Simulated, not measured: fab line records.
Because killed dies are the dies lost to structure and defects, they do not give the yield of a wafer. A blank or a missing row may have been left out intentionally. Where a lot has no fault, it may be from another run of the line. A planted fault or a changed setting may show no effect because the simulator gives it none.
Matching of chambers    flow n5Finfet    4 sister chambers for N5_BEOL_M14_ETCH_59 on rieDiel-02
The step etches BARC in N2/H2, target depth 89 nm, overetch 26.7 nm, time 67.9 s. 4 wafers are shown with their chamber, then 10 later ones without.

WAFERS, EACH WITH ITS CHAMBER
wafer   chamber  drypumpMotorCurrentA (A)
L082.4  1        4.7
L086.5  0        5.6
L088.2  3        5.1
L088.3  2        5.5

WAFERS WITH NO CHAMBER GIVEN
wafer   drypumpMotorCurrentA (A)
L088.5  5.1
L094.1  5.5
L094.2  4.7
L094.3  5.1
L097.1  4.7
L097.3  5.7
L097.6  5.6
L096.4  4.7
L096.5  5.1
L096.6  5.7

EACH ONE'S CHAMBER
wafer   from the rows above  in truth
L088.5  3                    3
L094.1  2                    2
L094.2  1                    1
L094.3  3                    3
L097.1  1                    1
L097.3  0                    0
L097.6  0                    0
L096.4  1                    1
L096.5  3                    3
L096.6  0                    0
Placed correctly: 10 of 10. Can't be placed from these rows: 0. Wrongly placed: 0.
How it was worked out, from the rows above alone: a wafer's distance from a chamber is the root of the sum, over the readings, of the square of ((its reading less the chamber's mean) divided by the reading's scatter). If the next closest chamber is less than 2 further off than the closest, the wafer can't be placed; otherwise it belongs to the closest. The mean given for a chamber averages the wafers shown for that chamber. The scatter: with one shown wafer a chamber, the root of the mean of the squares of how far each hidden wafer lies from its nearest shown one.
